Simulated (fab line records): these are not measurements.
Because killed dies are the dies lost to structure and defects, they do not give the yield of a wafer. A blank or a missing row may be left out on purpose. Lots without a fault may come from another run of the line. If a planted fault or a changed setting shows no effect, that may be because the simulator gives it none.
Which tool did it? ; flow nand harc ; 13 lots, 39 wafers sampled, at 4 steps of a route of 1302

== WHAT EACH GAUGE READ, for each wafer ==
NHARC_P_STI_INSPECT_25. Usual: raw defect count 209, standard deviation 74.
lot;measured;on;raw defect count;flag
L503;day 4 17:40;defect inspect-01;195 116 214;
L509;day 6 20:54;defect inspect-01;146 108 127;
L511;day 7 18:02;defect inspect-02;315 375 186;
L514;day 9 00:49;defect inspect-01;150 187 152;
L517;day 10 00:25;defect inspect-01;361 224 396;
L516;day 10 00:25;defect inspect-02;204 207 154;
L518;day 10 20:14;defect inspect-02;110 159 106;
L519;day 10 20:14;defect inspect-01;167 127 175;
L520;day 11 17:38;defect inspect-02;261 166 192;
L521;day 11 17:38;defect inspect-01;251 273 373;
L523;day 12 18:15;defect inspect-01;79 251 245;
L524;day 13 06:32;defect inspect-01;287 123 143;
L525;day 13 13:01;defect inspect-01;207 227 202;

NHARC_P_GATE_CD_MEAS_26: target cd 120 nm. Usual: cd nm 120.1 nm, standard deviation 0.49.
lot;measured;on;cd nm (nm);flag
L503;day 5 16:58;cd sem-01;120.5 120.2 120.2;
L509;day 7 21:42;cd sem-02;126.2 126.0 126.6;OFF
L511;day 8 17:41;cd sem-03;127.5 125.8 126.8;OFF
L514;day 9 23:17;cd sem-03;119.9 119.8 119.6;
L517;day 11 04:24;cd sem-03;120.4 119.6 121.1;
L516;day 11 03:38;cd sem-02;119.8 119.6 119.6;
L518;day 11 18:38;cd sem-03;119.5 120.6 120.0;
L519;day 11 19:18;cd sem-02;120.5 119.5 119.1;
L520;day 12 16:41;cd sem-02;121.1 120.4 120.5;
L521;day 12 16:51;cd sem-01;121.0 119.6 120.3;
L523;day 13 23:07;cd sem-01;119.2 119.0 120.3;
L524;day 14 07:14;cd sem-03;119.3 119.5 119.3;
L525;day 14 13:46;cd sem-02;120.4 120.5 119.8;

NHARC_P_GATE_INSPECT_28. Usual: raw defect count 6, standard deviation 3.1.
lot;measured;on;raw defect count;flag
L503;day 5 17:05;defect inspect-02;7 4 4;
L509;day 7 21:50;defect inspect-02;6 7 4;
L511;day 8 17:49;defect inspect-02;10 6 6;
L514;day 9 23:24;defect inspect-02;12 15 5;
L517;day 11 04:31;defect inspect-02;8 7 7;
L516;day 11 03:46;defect inspect-01;8 2 6;
L518;day 11 18:45;defect inspect-01;7 1 9;
L519;day 11 19:25;defect inspect-02;3 3 8;
L520;day 12 16:49;defect inspect-02;10 10 8;
L521;day 12 16:58;defect inspect-01;10 8 8;
L523;day 13 23:14;defect inspect-02;6 4 3;
L524;day 14 07:22;defect inspect-01;4 10 7;
L525;day 14 13:54;defect inspect-01;4 6 6;

== WHAT TOOL EACH LOT RAN ON (gives the tool, then ch and the chambers of the sampled wafers, and finally the start) ==
lot;NHARC_P_GATE_PEB_24
L503;litho track-01 ch 0, day 5 16:52
L509;litho track-01 ch 0, day 7 21:37
L511;litho track-01 ch 0, day 8 17:36
L514;litho track-06 ch 0, day 9 23:12
L517;litho track-01 ch 0, day 11 04:19
L516;litho track-01 ch 0, day 11 03:34
L518;litho track-01 ch 0, day 11 18:33
L519;litho track-04 ch 0, day 11 19:13
L520;litho track-04 ch 0, day 12 16:37
L521;litho track-01 ch 0, day 12 16:46
L523;litho track-06 ch 0, day 13 23:02
L524;litho track-04 ch 0, day 14 07:10
L525;litho track-04 ch 0, day 14 13:41
- NHARC_P_GATE_PEB_24: peb time 65 s.

== WHAT THE TOOLS THEMSELVES READ (means of the sampled wafers that have a number; where no wafer has one, the mark that the record gives instead) ==
NHARC_P_GATE_PEB_24. Usual: heater power total W 156.6 W, standard deviation 0.44; plate temp C 100.02 C, standard deviation 0.11.
lot;tool;heater power total W (W);plate temp C (C);flag
L503;litho track-01;156.1;99.94;
L509;litho track-01;152.7;98.20;OFF
L511;litho track-01;152.1;98.21;OFF
L514;litho track-06;156.4;100.18;
L517;litho track-01;156.4;100.13;
L516;litho track-01;156.9;100.03;
L518;litho track-01;156.6;99.88;
L519;litho track-04;156.6;100.03;
L520;litho track-04;156.7;99.97;
L521;litho track-01;156.7;99.99;
L523;litho track-06;156.6;99.96;
L524;litho track-04;156.6;99.99;
L525;litho track-04;156.3;99.95;

== THE ANSWER, worked out from the rows above alone ==
Rule: lot off if the mean of its wafers having a number is beyond 3 standard deviations from the usual mean. Also off: a lot with no number at a reading for which 4 or more lots have one. All remaining lots with rows at the step are treated as sound. First the gauges in route order, then the tools' own readings, where a lot's mean is used as printed above. The first step at which some lot is off is used, and at that step the reading that is off furthest; a lot without a number counts as furthest.
Off: L509, L511 (NHARC_P_GATE_CD_MEAS_26, cd nm).
A tool fits if, at a process step before that reading, it ran every lot that is off, and no sound lot after the first of them. Not tried: the gauges at NHARC_P_GATE_CD_MEAS_26; whatever is off there is also off at NHARC_P_GATE_PEB_24, on other tools, and gauge error can't account for it. None of those tried fits.

== WHAT HAD BEEN PUT IN BY THE SIMULATOR ==
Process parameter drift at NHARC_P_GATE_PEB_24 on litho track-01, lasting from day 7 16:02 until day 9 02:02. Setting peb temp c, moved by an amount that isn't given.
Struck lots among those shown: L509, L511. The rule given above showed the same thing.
